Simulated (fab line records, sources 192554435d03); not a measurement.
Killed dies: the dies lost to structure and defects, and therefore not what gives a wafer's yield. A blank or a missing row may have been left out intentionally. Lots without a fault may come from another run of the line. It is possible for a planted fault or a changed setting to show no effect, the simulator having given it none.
Chamber matching -- flow n5_finfet -- N5_BEOL_M4_PRE_CLEAN_60 on cvd_co-02 has 3 sister chambers
The step time 15 s. 24 wafers are shown with their chamber, then 12 later ones without.

## WAFERS PAIRED WITH THEIR CHAMBERS
wafer,chamber,heater_power_w (W)
L074.1,1,77
L074.5,2,75
L074.6,1,76
L079.2,0,67
L079.3,2,73
L079.6,1,76
L080.3,1,77
L080.5,1,75
L080.6,2,75
L083.1,0,67
L083.2,2,73
L083.3,1,78
L082.1,0,67
L082.4,2,73
L082.5,0,65
L086.1,2,74
L086.3,1,76
L086.4,0,66
L089.2,1,79
L089.3,0,67
L089.5,0,68
L088.3,0,68
L088.4,0,67
L088.5,1,75

SIGNATURES, as means of the wafers listed above
reading,chamber 0,chamber 1,chamber 2,scatter within a chamber
heater_power_w,66.89,76.56,73.83,1.11
Rule: a wafer lies at a distance from a chamber equal to the root of the sum of squares, over the readings, of (its reading less the chamber's mean, divided by the reading's scatter). The wafer belongs to the nearest chamber; if the next one is less than 2 further off, it can't be placed. How the scatter is found: for the shown wafers, subtract from each reading the mean of its chamber, square and add these, divide the total by (wafers less chambers), then take the root.

## WAFERS WITHOUT THEIR CHAMBER
wafer,heater_power_w (W)
L093.3,77
L093.4,73
L093.6,76
L094.3,74
L094.4,66
L094.5,74
L095.1,77
L095.4,68
L095.6,78
L096.2,75
L096.3,67
L096.4,74

## THE CHAMBER EACH PASSED THROUGH
wafer,from the rows above,in truth
L093.3,1,1
L093.4,2,2
L093.6,can't be placed: 1 or 2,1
L094.3,2,2
L094.4,0,0
L094.5,2,2
L095.1,1,1
L095.4,0,0
L095.6,1,1
L096.2,can't be placed: 2 or 1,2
L096.3,0,0
L096.4,2,2
Correctly placed: 10 of 12. Cannot be placed on the basis of these rows: 2; the candidates contain the true chamber in 2. Number placed wrongly: 0.
